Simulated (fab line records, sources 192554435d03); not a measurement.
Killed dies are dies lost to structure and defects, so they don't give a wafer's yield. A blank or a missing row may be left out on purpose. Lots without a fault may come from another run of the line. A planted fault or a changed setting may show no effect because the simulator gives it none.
fab line records | flow n5_finfet
record lots=6 wafers=18 last_day=18
route steps=1938 shown FIN_CUT@163 BEOL_M4@1111 PASSIVATION@1936
lots that met no fault: from a run of the same line without faults
start_h: hours from the record's first day to the start of the lot's first wafer shown | wait_h: hours since the lot's step before | " the same as in the row above | L1.1+2: a row that stands for several wafers | - no value, or no start given | * or withheld: withheld | < > ~ a bound
route shown NAME@n: a module of which the file shows steps, and the number in the route of the first | usual: mean/standard deviation of fault-free wafers | same: alike in all rows | chamber/n: place in a boat | sites: the reading at each site | _std_site: their standard deviation | _edge_site: outer sites' mean less inner sites' | radius_mm: how far each site lies from the wafer's centre | mask NAME#n: copy n | behind: the tool/chamber that last shaped the wafer | hold: why the lot was held/for how many hours/how that ended | device: the transistor (n, p or np) that didn't switch | end of line: the same wafers' tests at the end of the route | a step without rows: its recipe alone | killed: dies lost to structure and defects at the first sort, not the wafer's yield | map: a wafer's dies, x killed, . not, _ none there
set.NAME: the setting as run; set.NAME@STEP: as run at that earlier step | model.NAME: the simulator's own value behind a step, which no gauge read
lots at some steps of the route; a table a step, a row a wafer
services: from which hour (start_h, from the record's first day; less than 0 if before it) a tool's chamber was out of use, for how many hours, and why
## steps
# step N5_FIN_CUT_CD_MEAS_08
# recipe target_cd_nm=29.1 landing_energy_ev=500 detector=se_inlens polarity=opening
# usual cd_nm=29.07/0.27
# columns lot.wafer tool chamber start_h wait_h cd_nm
L477.1 cd_sem-02 0 45.43 - 29.03
L477.2 " 0 " " 28.50
L477.6 " 0 " " 28.83
L480.2 cd_sem-02 0 68.53 - 28.63
L480.5 " 0 " " 29.09
L480.6 " 0 " " 29.58
L484.1 cd_sem-03 0 87.83 - 29.33
L484.3 " 0 " " 29.03
L484.6 " 0 " " 29.09
L485.1 cd_sem-03 0 96.43 - 29.39
L485.3 " 0 " " 28.95
L485.5 " 0 " " 29.19
L494.3 cd_sem-02 0 149.78 - 29.67
L494.4 " 0 " " 29.19
L494.6 " 0 " " 29.02
L497.1 cd_sem-01 0 169.80 - 28.64
L497.5 " 0 " " 28.74
L497.6 " 0 " " 28.27
# step N5_FIN_CUT_OVL_MEAS_09
# recipe points_per_wafer=522
# usual FIN_CUT_OVL=0.1/0.59
# columns lot.wafer tool chamber start_h wait_h FIN_CUT_OVL[nm]
L477.1 overlay-01 0 45.46 0.0 0.2
L477.2 " 0 " " -0.2
L477.6 " 0 " " 0.4
L480.2 overlay-01 0 68.56 0.0 -0.3
L480.5 " 0 " " 0.7
L480.6 " 0 " " 0.5
L484.1 overlay-01 0 87.86 0.0 0.2
L484.3 " 0 " " -0.9
L484.6 " 0 " " 0.1
L485.1 overlay-01 0 96.46 0.0 0.4
L485.3 " 0 " " -1.1
L485.5 " 0 " " 0.0
L494.3 overlay-02 0 149.82 0.0 0.4
L494.4 " 0 " " 0.1
L494.6 " 0 " " -0.6
L497.1 overlay-02 0 169.83 0.0 -0.3
L497.5 " 0 " " 0.7
L497.6 " 0 " " 1.1
# step N5_FIN_CUT_INSPECT_10
# recipe mode=adi inspect_instrument=brightfield
# usual raw_defect_count=42/12
# columns lot.wafer tool chamber start_h wait_h raw_defect_count
L477.1 defect_inspect-02 - 45.52 0.1 41
L477.2 " - " " 37
L477.6 " - " " 33
L480.2 defect_inspect-02 - 68.62 0.0 40
L480.5 " - " " 52
L480.6 " - " " 17
L484.1 defect_inspect-02 - 87.92 0.1 48
L484.3 " - " " 60
L484.6 " - " " 64
L485.1 defect_inspect-02 - 96.52 0.1 27
L485.3 " - " " 30
L485.5 " - " " 54
L494.3 defect_inspect-01 - 149.87 0.0 43
L494.4 " - " " 37
L494.6 " - " " 66
L497.1 defect_inspect-01 - 169.89 0.1 45
L497.5 " - " " 44
L497.6 " - " " 39
# step N5_FIN_CUT_DESCUM_13
# recipe chemistry=O2 time_s=7 source_power_w=50 bias_power_w=20 pressure_mtorr=20 rf_frequency_hz=2.712e+07 temp_c=40 resist=CAR-EUV o2_flow_sccm=225
# usual chamber_pressure_mTorr=19.999/0.018 drypump_motor_current_A=5.8/0.41 oes_product_au=0.77/0.063 rf_vpp_V=243.1/1.5 showerhead_plenum_p_Torr=2.09/0.078 throttle_valve_pct=20.48/0.18
# columns lot.wafer tool chamber start_h wait_h chamber_pressure_mTorr drypump_motor_current_A oes_product_au rf_hours_counter_h rf_vpp_V showerhead_plenum_p_Torr throttle_valve_pct
L477.1 rie_diel-04 3 45.55 0.0 19.997 5.8 0.67 240 240.4 1.99 20.47
L477.2 " 2 " " 20.006 6.1 0.72 180 242.8 2.07 20.56
L477.6 " 3 " " 20.010 5.9 0.67 - 240.9 1.99 20.48
L480.2 rie_diel-04 3 68.65 0.0 19.981 5.9 0.67 244 240.2 1.99 20.49
L480.5 " 3 " " 20.006 5.8 0.66 - 242.0 1.99 20.48
L480.6 " 0 " " 20.026 5.1 0.78 - 242.0 2.02 20.66
L484.1 rie_diel-05 3 87.95 0.0 20.003 6.1 0.74 158 243.7 2.18 20.58
L484.3 " 0 " " 20.004 6.3 0.73 182 241.6 2.00 20.45
L484.6 " 0 " " 20.021 6.3 0.72 - 241.2 2.00 20.43
L485.1 rie_diel-04 0 96.82 0.3 20.015 5.1 0.78 129 242.6 2.01 20.67
L485.3 " 3 " " 20.003 5.9 0.66 249 241.8 1.99 20.48
L485.5 " 0 " " 19.927 5.1 0.78 - 241.9 2.01 20.69
L494.3 rie_diel-04 0 149.90 0.0 19.986 5.1 0.74 152 241.6 2.01 20.71
L494.4 " 2 " " 20.006 6.1 0.70 215 240.9 2.06 20.63
L494.6 " 0 " " 19.979 5.2 0.74 - 242.9 2.01 20.73
L497.1 rie_diel-03 1 169.93 0.0 20.028 5.1 0.81 75 243.2 2.02 20.02
L497.5 " 0 " " 19.979 5.9 0.82 - 244.2 2.20 20.46
L497.6 " 1 " " 19.995 5.1 0.82 - 241.0 2.02 20.03
# step N5_FIN_CUT_ETCH_30
# recipe chemistry=N2/H2 target=underlayer target_depth_a=130 mask_material=CAR-EUV time_s=10.4 ion_energy_ev=200 pressure_mtorr=30 source_w=840 bias_w=150 n2_flow_sccm=200 h2_flow_sccm=200 ends=cleared
# usual chamber_pressure_mTorr=30.01/0.031 drypump_motor_current_A=5.8/0.41 etch_rf_on_time_s=10.32/0.22 oes_product_au=0.66/0.055 rf_vpp_V=523.4/2.8 showerhead_plenum_p_Torr=2.53/0.098 throttle_valve_pct=17.89/0.18
# columns lot.wafer tool chamber start_h wait_h chamber_pressure_mTorr drypump_motor_current_A etch_rf_on_time_s oes_product_au rf_hours_counter_h rf_vpp_V showerhead_plenum_p_Torr throttle_valve_pct
L477.1 rie_diel-04 3 45.58 0.0 30.01 5.9 10.69 0.57 240 520.0 2.39 17.73
L477.2 " 2 " " 30.04 6.1 10.90 0.62 180 522.7 2.52 17.96
L477.6 " 3 " " 30.02 5.9 10.78 0.57 - 518.6 2.39 17.72
L480.2 rie_diel-04 3 68.68 0.0 30.05 5.9 10.65 0.58 244 519.3 2.39 17.75
L480.5 " 3 " " 29.95 5.9 10.62 0.57 - 520.2 2.39 17.75
L480.6 " 0 " " 30.03 5.1 10.18 0.67 - 520.0 2.45 18.00
L484.1 rie_diel-05 3 87.98 0.0 29.97 6.1 10.19 0.64 158 524.6 2.64 18.01
L484.3 " 0 " " 29.99 6.3 10.25 0.63 182 522.1 2.43 17.94
L484.6 " 0 " " 29.97 6.3 10.36 0.62 - 520.3 2.43 17.94
L485.1 rie_diel-04 0 96.85 0.0 30.05 5.1 10.08 0.66 129 520.4 2.44 18.04
L485.3 " 3 " " 29.98 5.9 10.70 0.57 249 519.9 2.38 17.75
L485.5 " 0 " " 29.97 5.2 10.17 0.66 - 521.2 2.44 18.04
L494.3 rie_diel-04 0 149.93 0.0 29.98 5.2 10.38 0.63 152 519.1 2.43 18.08
L494.4 " 2 " " 30.06 6.1 10.79 0.60 215 522.2 2.51 18.03
L494.6 " 0 " " 30.04 5.1 10.37 0.64 - 521.0 2.43 18.08
L497.1 rie_diel-03 1 169.96 0.0 30.00 5.1 10.29 0.70 75 521.9 2.47 17.52
L497.5 " 0 " " 29.99 5.8 10.22 0.71 - 529.8 2.71 18.00
L497.6 " 1 " " 30.08 5.1 10.40 0.69 - 521.3 2.47 17.50
# step N5_FIN_CUT_ETCH_20
# recipe chemistry=CF4 target=SiARC target_depth_a=260 mask_material=CAR-EUV time_s=43.3 ion_energy_ev=80 pressure_mtorr=40 source_w=545 bias_w=36 Ar_flow_sccm=100 cf4_flow_sccm=100 ends=cleared
# usual chamber_pressure_mTorr=40.00/0.036 drypump_motor_current_A=5.8/0.41 etch_rf_on_time_s=43.0/0.84 oes_product_au=0.66/0.055 rf_vpp_V=184.0/1.2 showerhead_plenum_p_Torr=2.14/0.071 throttle_valve_pct=15.65/0.17
# columns lot.wafer tool chamber start_h wait_h chamber_pressure_mTorr drypump_motor_current_A etch_rf_on_time_s oes_product_au rf_hours_counter_h rf_vpp_V showerhead_plenum_p_Torr throttle_valve_pct
L477.1 rie_diel-04 3 45.60 0.0 40.01 5.9 43.2 0.57 240 182.6 2.03 15.64
L477.2 " 2 " " 39.97 6.1 43.9 0.62 180 183.7 2.14 15.85
L477.6 " 3 " " 40.02 5.9 43.6 0.58 - 183.2 2.03 15.64
L480.2 rie_diel-04 3 68.70 0.0 39.96 5.9 44.2 0.57 244 180.8 2.02 15.63
L480.5 " 3 " " 39.93 5.9 44.2 0.57 - 183.0 2.02 15.64
L480.6 " 0 " " 40.03 5.1 42.1 0.67 - 183.5 2.06 15.75
L484.1 rie_diel-05 3 88.00 0.0 39.93 6.1 43.6 0.63 158 185.7 2.22 15.72
L484.3 " 0 " " 39.98 6.3 43.6 0.62 182 183.4 2.06 15.73
L484.6 " 0 " " 39.99 6.3 43.6 0.61 - 183.0 2.06 15.72
L485.1 rie_diel-04 0 96.87 0.0 39.95 5.1 42.6 0.66 129 183.4 2.06 15.77
L485.3 " 3 " " 40.04 5.9 44.6 0.56 249 182.3 2.02 15.63
L485.5 " 0 " " 39.95 5.1 42.1 0.67 - 183.1 2.06 15.76
L494.3 rie_diel-04 0 149.95 0.0 39.90 5.2 42.4 0.64 152 184.2 2.05 15.81
L494.4 " 2 " " 39.99 6.1 44.1 0.60 215 182.1 2.13 15.90
L494.6 " 0 " " 39.98 5.2 42.8 0.64 - 183.9 2.05 15.80
L497.1 rie_diel-03 1 169.98 0.0 39.97 5.1 43.4 0.68 75 183.2 2.10 15.34
L497.5 " 0 " " 39.96 5.8 42.6 0.71 - 185.6 2.24 15.59
L497.6 " 1 " " 39.95 5.2 43.0 0.69 - 183.4 2.10 15.34
# step N5_FIN_CUT_ETCH_21
# recipe chemistry=N2/H2 target=SOC target_depth_a=2190 overetch_a=438 mask_material=SiARC temp_c=40 ion_energy_ev=100 bias_w=61 time_s=523.5 pressure_mtorr=30 source_w=850 n2_flow_sccm=200 h2_flow_sccm=200
# usual chamber_pressure_mTorr=30.004/0.027 drypump_motor_current_A=5.8/0.41 oes_product_au=0.71/0.055 rf_vpp_V=240.7/1.4 showerhead_plenum_p_Torr=2.53/0.098 throttle_valve_pct=17.84/0.18
# columns lot.wafer tool chamber start_h wait_h chamber_pressure_mTorr drypump_motor_current_A oes_product_au rf_hours_counter_h rf_vpp_V showerhead_plenum_p_Torr throttle_valve_pct
L477.1 rie_diel-04 3 45.64 0.0 30.009 5.9 0.62 240 239.2 2.39 17.70
L477.2 " 2 " " 29.976 6.1 0.67 181 240.6 2.52 17.90
L477.6 " 3 " " 30.011 5.9 0.62 - 238.9 2.39 17.71
L480.2 rie_diel-04 3 68.74 0.0 30.004 5.9 0.62 245 239.3 2.38 17.71
L480.5 " 3 " " 29.982 5.9 0.62 - 237.8 2.39 17.70
L480.6 " 0 " " 29.955 5.1 0.71 - 239.1 2.45 17.97
L484.1 rie_diel-05 3 88.04 0.0 30.022 6.1 0.69 158 241.7 2.64 17.96
L484.3 " 0 " " 29.967 6.3 0.67 182 239.1 2.43 17.88
L484.6 " 0 " " 29.969 6.4 0.68 - 240.2 2.43 17.88
L485.1 rie_diel-04 0 96.91 0.0 29.977 5.1 0.70 129 239.4 2.44 17.97
L485.3 " 3 " " 30.035 5.9 0.62 249 240.1 2.38 17.72
L485.5 " 0 " " 29.954 5.1 0.70 - 239.0 2.44 18.00
L494.3 rie_diel-04 0 149.99 0.0 29.984 5.1 0.69 152 238.7 2.43 18.02
L494.4 " 2 " " 30.007 6.1 0.65 215 238.9 2.51 17.97
L494.6 " 0 " " 30.026 5.2 0.69 - 238.7 2.43 18.03
L497.1 rie_diel-03 1 170.02 0.0 30.033 5.2 0.74 75 240.9 2.47 17.47
L497.5 " 0 " " 29.956 5.9 0.75 - 242.7 2.71 17.93
L497.6 " 1 " " 30.018 5.1 0.74 - 239.9 2.47 17.47
# step N5_FIN_CUT_STRIP_23
# recipe chemistry=N2/H2 temp_c=40 n2_flow_sccm=200 h2_flow_sccm=200 rf_frequency_hz=6e+07
# step N5_FIN_CUT_STRIP_31
# recipe chemistry=N2/H2 temp_c=40 n2_flow_sccm=200 h2_flow_sccm=200 rf_frequency_hz=6e+07
# step N5_FIN_CUT_STRIP_24
# recipe chemistry=CF4 resist=SiARC power_w=300 bias_power_w=75 pressure_mtorr=50 cf4_flow_sccm=150 rf_frequency_hz=6e+07
# step N5_FIN_CUT_CUT_ETCH_26
# recipe chemistry=CH3F/O2 target=SiNx target_depth_a=390 mask_material=SOC time_s=55.7 pressure_mtorr=30 source_w=395 bias_w=73 Ar_flow_sccm=150 CH3F_flow_sccm=30 O2_flow_sccm=20 ion_energy_ev=120
# usual chamber_pressure_mTorr=30.001/0.028 drypump_motor_current_A=5.8/0.41 oes_product_au=0.77/0.064 rf_vpp_V=296/7.5 showerhead_plenum_p_Torr=1.99/0.072 throttle_valve_pct=16.40/0.17
# columns lot.wafer tool chamber start_h wait_h chamber_pressure_mTorr drypump_motor_current_A oes_product_au rf_hours_counter_h rf_vpp_V showerhead_plenum_p_Torr throttle_valve_pct
L477.1 rie_diel-04 3 45.99 0.0 30.016 5.9 0.66 240 300 1.88 16.30
L477.2 " 2 " " 29.973 6.1 0.72 181 295 2.00 16.58
L477.6 " 3 " " 30.000 5.9 0.67 - 299 1.88 16.32
L480.2 rie_diel-04 3 69.09 0.0 29.971 5.9 0.67 245 299 1.88 16.32
L480.5 " 3 " " 30.021 5.9 0.67 - 298 1.88 16.33
L480.6 " 0 " " 30.040 5.1 0.77 - 289 1.92 16.49
L484.1 rie_diel-05 3 88.39 0.0 29.957 6.1 0.75 158 313 2.08 16.51
L484.3 " 0 " " 29.994 6.3 0.73 182 303 1.91 16.42
L484.6 " 0 " " 30.040 6.3 0.73 - 302 1.91 16.41
L485.1 rie_diel-04 0 97.26 0.0 30.020 5.1 0.76 130 287 1.91 16.51
L485.3 " 3 " " 29.998 5.9 0.67 249 301 1.88 16.31
L485.5 " 0 " " 30.013 5.1 0.76 - 289 1.91 16.49
L494.3 rie_diel-04 0 150.34 0.0 30.017 5.1 0.75 152 288 1.91 16.56
L494.4 " 2 " " 30.002 6.1 0.69 215 292 1.99 16.65
L494.6 " 0 " " 30.030 5.1 0.74 - 287 1.91 16.53
L497.1 rie_diel-03 1 170.37 0.0 29.992 5.1 0.82 76 293 1.96 16.09
L497.5 " 0 " " 29.981 5.8 0.82 - 290 2.10 16.35
L497.6 " 1 " " 29.974 5.1 0.82 - 293 1.96 16.09
# step N5_FIN_CUT_CUT_ETCH_27
# recipe chemistry=CHF3/O2 target=SiO2 target_depth_a=40 mask_material=SOC overetch_a=20 time_s=4.9 pressure_mtorr=30 source_w=650 bias_w=170 Ar_flow_sccm=200 CHF3_flow_sccm=50 O2_flow_sccm=5 ion_energy_ev=200
# step N5_FIN_CUT_PRECLEAN_35
# recipe time_s=13.3 temp_c=45 pressure_torr=125 p_hf_torr=3 p_coreactant_torr=25 chemistry=vHF
# usual drypump_motor_current_A=5.7/0.4 time_s=13.3/0
# columns lot.wafer tool chamber start_h wait_h drypump_motor_current_A time_s
L477.1 vapor_etch-01 1 46.10 0.0 5.2 13.3
L477.2 " 0 " " 6.0 13.3
L477.6 " 1 " " 5.2 13.3
L480.2 vapor_etch-01 1 69.20 0.0 5.2 13.3
L480.5 " 1 " " 5.2 13.3
L480.6 " 0 " " 6.0 13.3
L484.1 vapor_etch-01 1 88.50 0.0 5.2 8.906
L484.3 " 0 " " 6.0 13.3
L484.6 " 1 " " 5.2 8.906
L485.1 vapor_etch-01 0 97.37 0.0 6.0 8.906
L485.3 " 0 " " 6.0 13.3
L485.5 " 0 " " 6.0 13.3
L494.3 vapor_etch-02 1 150.47 0.1 6.1 13.3
L494.4 " 0 " " 5.4 13.3
L494.6 " 1 " " 6.1 13.3
L497.1 vapor_etch-02 0 170.48 0.0 5.5 13.3
L497.5 " 0 " " 5.4 13.3
L497.6 " 1 " " 6.1 13.3
# step N5_FIN_CUT_CUT_ETCH_15
# recipe chemistry=HBr/Cl2/O2 target=Si target_depth_a=1000 bt_time_s=10 mask_material=SOC time_s=42.4 ion_energy_ev=* bias_w=* pressure_mtorr=10 icp_w=800 HBr_flow_sccm=150 Cl2_flow_sccm=80 O2_flow_sccm=12
# step N5_BEOL_M4_RC_MEAS_101
# usual DIBL_N=36.1/1.6 DIBL_P=36.6/1.9 IOFF_N=0.160/0.026 IOFF_P=0.210/0.028 ION_N=677/10 ION_P=464/6.9 SS_N=71.4/0.56 SS_P=73.3/0.61 VT_N=249.1/2.6 VT_P=-250/3.3
# columns lot.wafer tool chamber start_h wait_h DIBL_N[mV/V] DIBL_P[mV/V] IOFF_N[nA/um] IOFF_P[nA/um] ION_N[uA/um] ION_P[uA/um] SS_N[mV/dec] SS_P[mV/dec] VT_N[mV] VT_P[mV]
L477.1 prober-02 0 200.46 0.0 34.5 35.0 0.163 0.213 683 477 70.9 72.9 247.9 -247
L477.2 " 0 " " 37.0 38.2 0.209 0.258 683 471 71.7 73.3 245.0 -247
L477.6 " 0 " " 36.5 37.5 0.191 0.249 678 474 71.8 72.5 245.4 -247
L480.2 prober-01 0 215.95 0.2 36.8 36.8 0.146 0.172 684 458 71.1 72.7 248.3 -256
L480.5 " 0 " " 37.4 38.4 0.175 0.200 682 462 72.0 73.0 248.9 -253
L480.6 " 0 " " 37.0 37.8 0.153 0.184 669 458 71.3 73.0 249.1 -255
L484.1 prober-02 0 238.57 0.0 36.0 37.7 0.172 0.222 683 468 71.1 73.0 248.9 -249
L484.3 " 0 " " 32.3 33.2 0.111 0.155 655 454 70.2 72.4 254.3 -250
L484.6 " 0 " " 35.5 37.7 0.166 0.225 677 460 70.2 73.2 248.6 -249
L485.1 prober-01 0 245.03 0.0 32.4 32.9 0.109 0.172 653 456 71.5 72.4 255.0 -252
L485.3 " 0 " " 35.3 35.7 0.151 0.203 662 461 71.1 73.8 250.9 -251
L485.5 " 0 " " 33.5 34.0 0.126 0.177 668 457 72.9 72.3 252.1 -251
L494.3 prober-02 0 291.70 0.3 35.4 36.0 0.153 0.218 675 460 71.1 73.7 248.0 -249
L494.4 " 0 " " 36.0 37.6 0.174 0.250 682 475 71.4 73.5 246.0 -245
L494.6 " 0 " " 34.2 35.2 0.145 0.209 674 465 70.7 72.6 247.3 -246
L497.1 prober-02 0 328.40 0.0 35.9 36.2 0.165 0.220 675 465 71.3 72.9 248.0 -247
L497.5 " 0 " " 36.9 37.6 0.188 0.245 692 470 72.3 73.3 245.3 -247
L497.6 " 0 " " 33.7 34.3 0.128 0.188 654 455 71.6 72.3 249.6 -251
# step N5_PASSIVATION_PROBE_49
# usual defect_limited_yield=91.3/1.5 killed_at_M0_to_M3=34/10 killed_at_M4_up=13/4.9 killed_at_contacts=13/6.1 killed_at_front_end=39/13 killed_at_other=4.1/2.7 killed_dies=103/18 killed_open=68/13 killed_short=32/7.6 sort_bin_5_function=5.2/1 sort_bin_6_memory=3.2/0.75 sort_n_pass=1077/18 sort_yield_pct=91.3/1.5
# same gross_dies=1180 killed_at_back_side=0 sort_bin_4_leakage[%]=0 sort_bin_8_speed[%]=0
# columns lot.wafer tool chamber start_h wait_h defect_limited_yield[%] killed_at_M0_to_M3 killed_at_M4_up killed_at_contacts killed_at_front_end killed_at_other killed_dies killed_open killed_short sort_bin_5_function[%] sort_bin_6_memory[%] sort_n_pass sort_yield_pct[%]
L477.1 prober-01 - 298.05 0.0 90.8 27 12 14 55 0 108 67 34 5.4 3.1 1072 90.8
L477.2 prober-01 - 298.10 0.1 92.7 25 6 7 47 1 86 63 20 3.8 3.4 1094 92.7
L477.6 prober-01 - 298.30 0.3 92.7 26 7 18 33 2 86 59 26 5.0 1.9 1094 92.7
L480.2 prober-02 - 322.15 0.1 89.1 56 22 11 38 2 129 77 47 6.4 4.0 1051 89.1
L480.5 prober-02 - 322.30 0.2 92.2 41 8 9 33 1 92 49 40 4.5 3.1 1088 92.2
L480.6 prober-02 - 322.35 0.3 90.5 57 15 5 34 1 112 60 49 5.1 3.5 1068 90.5
L484.1 prober-02 - 345.33 0.0 92.5 32 16 11 27 3 89 53 33 4.6 2.8 1091 92.5
L484.3 prober-02 - 345.43 0.1 91.2 31 20 16 33 4 104 70 30 6.2 2.6 1076 91.2
L484.6 prober-02 - 345.58 0.3 91.9 39 18 13 24 2 96 59 33 4.7 3.2 1084 91.9
L485.1 prober-02 - 354.91 0.0 90.3 41 22 4 40 8 115 80 32 5.5 3.8 1065 90.3
L485.3 prober-02 - 355.01 0.1 93.1 23 14 9 29 6 81 54 23 4.2 2.4 1099 93.1
L485.5 prober-02 - 355.11 0.2 90.0 41 10 8 52 7 118 79 34 6.4 3.2 1062 90.0
L494.3 prober-01 - 401.06 0.1 94.2 28 5 14 21 1 69 39 30 3.4 2.1 1111 94.2
L494.4 prober-01 - 401.11 0.2 95.1 22 10 8 17 1 58 40 16 2.9 1.9 1122 95.1
L494.6 prober-01 - 401.21 0.3 93.0 31 8 12 31 1 83 51 31 4.7 2.3 1097 93.0
L497.1 prober-02 - 434.07 0.0 88.5 40 13 21 55 7 136 77 55 6.9 4.1 1044 88.5
L497.5 prober-02 - 434.27 0.2 91.1 27 20 18 39 1 105 66 37 5.3 3.5 1075 91.1
L497.6 prober-02 - 434.32 0.3 92.6 40 13 8 22 4 87 61 25 4.1 3.2 1093 92.6
# killed by level:class
L477.1 STI_FIN_REVEAL:geometric_particle:open=10 MOL_CONTACT_COAG:geometric_particle:open=10 DUMMY_GATE:geometric_particle:open=9 FIN_SAQP:geometric_particle:short=7 BEOL_M0_SAQP:geometric_particle:short=7 BEOL_M0_SAQP:geometric_particle:open=6 BEOL_M0:geometric_particle:open=6 FIN_SAQP:geometric_particle:open=5
L477.2 FIN_SAQP:geometric_particle:open=13 STI_FIN_REVEAL:geometric_particle:open=10 DUMMY_GATE:geometric_particle:open=8 MOL_CONTACT_COAG:geometric_particle:open=6 BEOL_M0_SAQP:geometric_particle:short=5 BEOL_M3:geometric_particle:open=5 FIN_SAQP:geometric_particle:short=3 BEOL_M4:geometric_particle:open=3
L477.6 MOL_CONTACT_COAG:geometric_particle:open=15 FIN_SAQP:geometric_particle:open=14 DUMMY_GATE:geometric_particle:open=5 BEOL_M0_SAQP:geometric_particle:short=4 BEOL_M1:geometric_particle:open=4 FIN_SAQP:geometric_particle:short=3 BEOL_M0_SAQP:geometric_particle:open=3 BEOL_M2:geometric_particle:open=3
L480.2 BEOL_M0_SAQP:geometric_particle:short=14 BEOL_M0_SAQP:geometric_particle:open=14 BEOL_M3:geometric_particle:open=9 MOL_CONTACT_COAG:geometric_particle:open=8 BEOL_M4:geometric_particle:open=8 FIN_SAQP:geometric_particle:open=7 BEOL_M2:geometric_particle:open=6 BEOL_M2:geometric_particle:short=6
L480.5 GATE_CUT:geometric_particle:short=11 BEOL_M0_SAQP:geometric_particle:short=11 BEOL_M0_SAQP:geometric_particle:open=8 BEOL_M3:geometric_particle:open=8 MOL_CONTACT_COAG:geometric_particle:open=7 DUMMY_GATE:geometric_particle:open=5 FIN_SAQP:geometric_particle:short=4 BEOL_M4:geometric_particle:open=4
L480.6 BEOL_M0_SAQP:geometric_particle:short=21 BEOL_M0_SAQP:geometric_particle:open=15 GATE_CUT:geometric_particle:short=6 BEOL_M2:geometric_particle:open=6 BEOL_M5:geometric_particle:open=5 ILD0:geometric_particle:short=4 STARTING-WAFER:geometric_particle:open=4 BEOL_M1:geometric_particle:short=4
L484.1 BEOL_M0_SAQP:geometric_particle:short=10 MOL_CONTACT_COAG:geometric_particle:open=8 BEOL_M0_SAQP:geometric_particle:open=8 BEOL_M4:geometric_particle:open=7 STI_FIN_REVEAL:geometric_particle:open=6 STARTING-WAFER:geometric_particle:open=4 STI_FIN_REVEAL:geometric_particle:short=3 MIM_TOP:geometric_particle:open=3
L484.3 MOL_CONTACT_COAG:geometric_particle:open=13 BEOL_M4:geometric_particle:open=12 BEOL_M0_SAQP:geometric_particle:open=7 FIN_SAQP:geometric_particle:short=6 BEOL_M0_SAQP:geometric_particle:short=6 GATE_CUT:geometric_particle:open=5 FIN_SAQP:geometric_particle:open=4 DUMMY_GATE:geometric_particle:open=4
L484.6 BEOL_M0_SAQP:geometric_particle:short=11 BEOL_M0_SAQP:geometric_particle:open=11 MOL_CONTACT_COAG:geometric_particle:open=9 BEOL_M4:geometric_particle:open=8 STI_FIN_REVEAL:geometric_particle:open=7 BEOL_M3:geometric_particle:open=6 FIN_SAQP:geometric_particle:short=5 BEOL_M1:geometric_particle:open=5
L485.1 STI_FIN_REVEAL:geometric_particle:open=14 DUMMY_GATE:geometric_particle:open=9 BEOL_M0_SAQP:geometric_particle:open=8 BEOL_M4:geometric_particle:open=8 BEOL_M0_SAQP:geometric_particle:short=7 BEOL_M3:geometric_particle:open=6 FIN_SAQP:geometric_particle:open=5 BEOL_M2:geometric_particle:open=5
L485.3 MOL_CONTACT_COAG:geometric_particle:open=8 STI_FIN_REVEAL:geometric_particle:open=7 FIN_SAQP:geometric_particle:short=6 BEOL_M3:geometric_particle:open=6 BEOL_M0:geometric_particle:open=5 BEOL_M0_SAQP:geometric_particle:open=3 BEOL_M2:geometric_particle:open=3 BEOL_M4:geometric_particle:open=3
L485.5 STI_FIN_REVEAL:geometric_particle:open=18 FIN_SAQP:geometric_particle:open=12 BEOL_M0:geometric_particle:open=8 BEOL_M3:geometric_particle:open=6 MOL_CONTACT_COAG:geometric_particle:open=6 MIM_TOP_ETCH:geometric_particle:open=5 GATE_CUT:geometric_particle:short=5 BEOL_M0_SAQP:geometric_particle:short=5
L494.3 MOL_CONTACT_COAG:geometric_particle:open=12 BEOL_M0_SAQP:geometric_particle:open=7 FIN_SAQP:geometric_particle:short=5 BEOL_M3:geometric_particle:open=5 BEOL_M0_SAQP:geometric_particle:short=4 BEOL_M2:geometric_particle:short=4 FIN_SAQP:geometric_particle:open=3 FIN_CUT:geometric_particle:short=3
L494.4 BEOL_M4:geometric_particle:open=8 MOL_CONTACT_COAG:geometric_particle:open=7 BEOL_M2:geometric_particle:open=7 STI_FIN_REVEAL:geometric_particle:open=4 BEOL_M0_SAQP:geometric_particle:short=4 FIN_SAQP:geometric_particle:short=3 BEOL_M0_SAQP:geometric_particle:open=3 BEOL_M2:geometric_particle:short=3
L494.6 MOL_CONTACT_COAG:geometric_particle:open=12 FIN_SAQP:geometric_particle:short=8 BEOL_M0_SAQP:geometric_particle:open=8 BEOL_M0_SAQP:geometric_particle:short=6 FIN_SAQP:geometric_particle:open=5 BEOL_M2:geometric_particle:open=4 BEOL_M4:geometric_particle:open=4 STI_FIN_REVEAL:geometric_particle:open=3
L497.1 BEOL_M1:geometric_particle:open=16 FIN_SAQP:geometric_particle:short=14 MOL_CONTACT_COAG:geometric_particle:open=14 STI_FIN_REVEAL:geometric_particle:open=8 MOL_CONTACT_COAG:geometric_particle:short=7 FIN_SAQP:geometric_particle:open=6 BEOL_M0_SAQP:geometric_particle:short=5 BEOL_M1:geometric_particle:short=5
L497.5 MOL_CONTACT_COAG:geometric_particle:open=14 BEOL_M4:geometric_particle:open=10 FIN_SAQP:geometric_particle:open=7 FIN_SAQP:geometric_particle:short=6 BEOL_M2:geometric_particle:short=6 GATE_CUT:geometric_particle:short=5 STI_FIN_REVEAL:geometric_particle:open=4 BEOL_M1:geometric_particle:open=4
L497.6 BEOL_M4:geometric_particle:open=9 BEOL_M3:geometric_particle:open=9 BEOL_M1:geometric_particle:open=8 MOL_CONTACT_COAG:geometric_particle:open=7 BEOL_M0_SAQP:geometric_particle:open=6 BEOL_M0_SAQP:geometric_particle:short=5 STARTING-WAFER:geometric_particle:short=4 FIN_SAQP:geometric_particle:short=3
## services
# columns tool chamber start_h hours kind
rie_diel-04 3 72.64 7.9 repair
vapor_etch-01 - 87.61 0.3 repair
rie_diel-03 - 96.86 14.6 pm
rie_diel-04 3 99.76 - clean
rie_diel-04 3 99.76 - consumable_replace:focus_ring
rie_diel-04 3 99.76 - consumable_replace:showerhead
rie_diel-04 3 99.76 17.5 scheduled_down
rie_diel-04 3 99.76 17.5 vent_cycle
rie_diel-03 3 129.20 - clean
rie_diel-03 3 129.20 - consumable_replace:focus_ring
rie_diel-03 3 129.20 19.4 scheduled_down
rie_diel-03 3 129.20 19.4 vent_cycle
rie_diel-03 1 132.78 6.3 repair
rie_diel-04 2 157.27 4.0 repair
rie_diel-03 - 163.67 4.3 pm
## key
first_sign step=N5_FIN_CUT_PRECLEAN_35 reading=time_s direction=down sigmas=99+ usual=* struck=*
effect none on later readings
met_at N5_FIN_CUT_PRECLEAN_35
struck_wafers L484.1,L484.6,L485.1
onset_between 69.20 88.50
fault kind=process_parameter_drift tool=vapor_etch-01 chamber=- onset_h=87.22 steps=N5_FIN_CUT_PRECLEAN_35 channel=time_s offset=* shape=step end_h=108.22 scope=struck_wafers_only stated=*
